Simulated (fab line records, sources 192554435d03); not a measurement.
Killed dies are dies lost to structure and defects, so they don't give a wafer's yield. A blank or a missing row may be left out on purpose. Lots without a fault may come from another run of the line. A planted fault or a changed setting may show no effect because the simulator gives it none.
A struck lot beside a sound one | flow n5_finfet | 38 steps out of a route of 1938
Sound: wafers L186.1, L186.2, L186.4. Struck: wafers L199.2, L199.5, L199.6. The cause comes at the end.
At each step with rows: each side's tool, then ch and its chambers, then its first start. Under that, the readings that differ: sound wafers | struck wafers | difference of the means | sigmas: that difference in standard deviations of wafers without a fault.
alike: readings whose means differ by less than 2 such deviations, and words and numbers that are the same on both sides. not compared: withheld readings, readings that some wafer has no value for, bounds like >300 that may hide the same value, and numbers for which the record gives no deviation and whose values overlap.
The two part at a step that has a row with sigmas, a row that says differs or no value, or rows on one side only. Numbers that don't overlap but have no deviation are shown without sigmas and don't part them. A reading that every wafer of one side lacks parts them only if that side has two wafers or more.

first, 9 steps without rows for these wafers: N5_BEOL_M9_DESCUM_33 (chemistry O2, time 7 s); N5_BEOL_M9_ETCH_76 (etches underlayer in N2/H2, target depth 6.5 nm, time 5.2 s); N5_BEOL_M9_ETCH_65 (etches SiARC in CF4, target depth 15.6 nm, time 26 s); N5_BEOL_M9_ETCH_66 (etches SOC in N2/H2, target depth 80 nm, overetch 16 nm, time 120 s); N5_BEOL_M9_STRIP_69 (strips in N2/H2); N5_BEOL_M9_STRIP_77 (strips in N2/H2); N5_BEOL_M9_VIA_ETCH_34 (etches SiCOH lowk in C4F6/O2, target depth 182.4 nm, time 68.4 s); N5_BEOL_M9_STRIP_73 (strips in C4F6/O2); N5_BEOL_M9_STRIP_36 (strips in N2/H2).
N5_BEOL_M9_TRENCH_ETCH_37: etches SiCOH lowk in C4F6/O2, target depth 151.43 nm, time 49 s.
  sound on rie_diel-04 ch 0,1,3, day 11 01:01; struck on rie_diel-04 ch 2,3, day 14 10:22
  reading                                    | sound             | struck            | difference | sigmas
  bias_w (W)                                 | 185.5 185.7 185.4 | 70.6 70.9 70.7    | -114.8     | -99 or more
  rf_vpp_V (V)                               | 665 641 683       | 309 309 309       | -354       | -30
  model.BEOL_M9.feature_depth_nm (nm)        | 150.4 147.6 150   | 116.2 116 112.2   | -34.5      |
  model.etch.depth_nm (nm)                   | 150.3 147.5 150   | 116.2 116.1 112.3 | -34.4      |
  model.TiN_of_BEOL_M9_HM_DEP_02.thk_nm (nm) | 16.2 15.8 15.8    | 18.2 18 18        | +2.1       |
  alike: drypump_motor_current_A, oes_ar_750_au, oes_product_au, showerhead_plenum_p_Torr, throttle_valve_pct
  not compared: rf_hours_counter_h
then, 2 steps without rows for these wafers: N5_BEOL_M9_ETCH_41 (etches SiCN in CH3F/O2, target depth 36.6 nm, time 70.1 s); N5_BEOL_M9_STRIP_80 (strips in N2/H2, time 10 s).
N5_BEOL_M9_OCD_MEAS_38:
  sound on ocd-02, day 11 01:11; struck on ocd-01, day 14 10:32
  reading              | sound             | struck            | difference | sigmas
  trench_depth_nm (nm) | 150.2 148.0 150.1 | 115.9 115.5 111.8 | -35.0      | -13
then, 13 steps without rows for these wafers: N5_BEOL_M9_HM_STRIP_39 (strips TiN in peroxide tin strip, target depth 25 nm, time 158 s); N5_BEOL_M9_SRD_40 (time 30 s); N5_BEOL_M9_PRECLEAN_42 (cleans in residue remover, time 60 s); N5_BEOL_M9_SRD_43 (time 30 s); N5_BEOL_M9_CURE_72 (cures SiCOH lowk, time 120 s); N5_BEOL_M9_DEGAS_44 (time 60 s); N5_BEOL_M9_PRE_CLEAN_45 (time 30 s); N5_BEOL_M9_ALD_74 (deposits TaN, target thk 2 nm, pulse time 2 s, purge time 3 s); N5_BEOL_M9_SURFACE_TREAT_79; N5_BEOL_M9_CVD_78 (deposits Co from CCTBA/H2, target thk 2 nm, time 138.9 s); N5_BEOL_M9_SPUTTER_48 (material Cu, target thk 12 nm, time 2 s); N5_BEOL_M9_ECD_50 (material Cu, target thk 318 nm); N5_BEOL_M9_ANNEAL_51 (time 90 s).
N5_BEOL_M9_CMP_52: polishes, stops on SiCOH lowk, t overpolish 7 s, target thk 140 nm.
  sound on cmp-01 ch 0,2,3, day 11 03:04; struck on cmp-03 ch 1,2, day 14 15:31
  reading                                | sound             | struck           | difference | sigmas
  model.Cu_of_BEOL_M9_ECD_50.thk_nm (nm) | 137.4 135.4 139.6 | 105.4 105.8 99.6 | -33.9      |
  alike: motor_current_A
N5_BEOL_M9_THK_MEAS_53: measures by xrf.
  sound on film_metro-01, day 11 03:21; struck on film_metro-01, day 14 15:49
  reading     | sound       | struck      | difference | sigmas
  M9_THK (nm) | 141 139 144 | 107 108 101 | -36        | -12
then, 2 steps without rows for these wafers: N5_BEOL_M9_PRE_CLEAN_55 (time 15 s); N5_BEOL_M9_DEP_56 (deposits SiCN from 3MS/NH3, target thk 15 nm, time 26.5 s).
N5_BEOL_M9_RS_MEAS_57: measures by four-point-probe.
  sound on film_metro-01, day 11 03:29; struck on film_metro-01, day 14 15:57
  reading        | sound             | struck            | difference | sigmas
  M9_RS (ohm/sq) | 0.154 0.157 0.151 | 0.207 0.207 0.221 | +0.058     | +16
then, 5 steps without rows for these wafers: N5_BEOL_M10_ILD_DEP_00 (deposits SiCOH lowk from DEMS/porogen, target thk 308.51 nm, time 58 s); N5_BEOL_M10_CURE_71 (cures SiCOH lowk, time 240 s); N5_BEOL_M10_PECVD_70 (deposits SiO2 from TEOS/O2, target thk 20 nm, time 22.7 s); N5_BEOL_M10_HM_DEP_02 (deposits TiN, target thk 20 nm); N5_BEOL_M10_COAT_59 (time 60 s, resist thk 100 nm).
-- the record jumps here: 2 days lie between the struck wafers' starts before and after (it left off in module BEOL_M10 and takes up again in module BEOL_M15, whose first step shown is number 1830 of the route) --
N5_BEOL_M15_RC_MEAS_101:
  sound on prober-02 ch 0, day 13 02:40; struck on prober-02 ch 0, day 16 18:35
  reading                   | sound          | struck         | difference | sigmas
  SERP_M9 (ohm/um)          | 3.06 3.21 3.00 | 4.25 4.14 4.46 | +1.19      | +15
  SERP_M9_max_site (ohm/um) | 3.12 3.25 3.18 | 4.35 4.25 4.52 | +1.19      | +14
  alike: COMB_M10, COMB_M10_max_site, COMB_M11, COMB_M12, COMB_M13, COMB_M14, COMB_M15, COMB_M5, COMB_M6, COMB_M6_max_site, COMB_M7, COMB_M8, SERP_M10, SERP_M11, SERP_M12, SERP_M13, SERP_M14, SERP_M5, SERP_M6, SERP_M7, SERP_M8
N5_PASSIVATION_PROBE_49:
  sound on prober-01, day 13 17:31; struck on prober-02, day 17 07:52
  alike: defect_limited_yield, killed_at_M0_to_M3, killed_at_M4_up, killed_at_contacts, killed_at_front_end, killed_at_other, killed_dies, killed_open, killed_short, sort_bin_4_leakage, sort_bin_5_function, sort_bin_6_memory, sort_bin_8_speed, sort_n_pass

WHERE THEY PART
First at N5_BEOL_M9_TRENCH_ETCH_37; last, within this record, at N5_BEOL_M15_RC_MEAS_101. Later steps at which nothing parts them and some readings are alike: N5_PASSIVATION_PROBE_49.

WHY: what the simulator had put in
Process parameter drift: rie_diel-04, from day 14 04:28 on, at N5_BEOL_M9_TRENCH_ETCH_37. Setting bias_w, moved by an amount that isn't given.
